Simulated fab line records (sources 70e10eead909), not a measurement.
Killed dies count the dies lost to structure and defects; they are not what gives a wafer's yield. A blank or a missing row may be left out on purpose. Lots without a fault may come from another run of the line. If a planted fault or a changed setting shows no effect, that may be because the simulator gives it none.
Chamber matching + flow nand-harc + 4 sister chambers for NHARC_P_BONDPAD_ETCH_37 on rie-diel-01
The step etches the open film in N2/H2, target depth 60 nm, overetch 18 nm, time 65.91 s. 4 wafers are shown with their chamber, then 6 later ones without.

== WAFERS, EACH WITH ITS CHAMBER ==
| wafer  | chamber | showerhead-plenum-p-Torr (Torr) |
|--------|---------|---------------------------------|
| L448.1 | 0       | 1.96                            |
| L448.6 | 2       | 1.95                            |
| L451.2 | 3       | 2.02                            |
| L451.6 | 1       | 2.10                            |

== WAFERS MISSING THEIR CHAMBER ==
| wafer  | showerhead-plenum-p-Torr (Torr) |
|--------|---------------------------------|
| L453.3 | 2.02                            |
| L453.4 | 1.95                            |
| L453.5 | 1.94                            |
| L454.2 | 2.02                            |
| L454.3 | 1.95                            |
| L454.5 | 1.94                            |

== THE CHAMBER EACH PASSED THROUGH ==
| wafer  | from the rows above     | in truth |
|--------|-------------------------|----------|
| L453.3 | 3                       | 3        |
| L453.4 | can't be placed: 2 or 0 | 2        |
| L453.5 | can't be placed: 2 or 0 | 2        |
| L454.2 | 3                       | 3        |
| L454.3 | can't be placed: 2 or 0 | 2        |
| L454.5 | can't be placed: 2 or 0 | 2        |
2 of 6 placed correctly. Unplaceable from these rows: 4, with the true chamber sitting among the candidates in 4. 0 placed wrongly.
How it was worked out, from the rows above alone: a wafer's distance from a chamber is the root of the sum, over the readings, of the square of ((its reading less the chamber's mean) divided by the reading's scatter). The wafer belongs to the nearest chamber; if the next one is less than 2 further off, it can't be placed. A chamber's mean is the mean of its shown wafers. The scatter: root of mean squared gap, hidden wafer to nearest shown wafer, with one shown wafer a chamber.
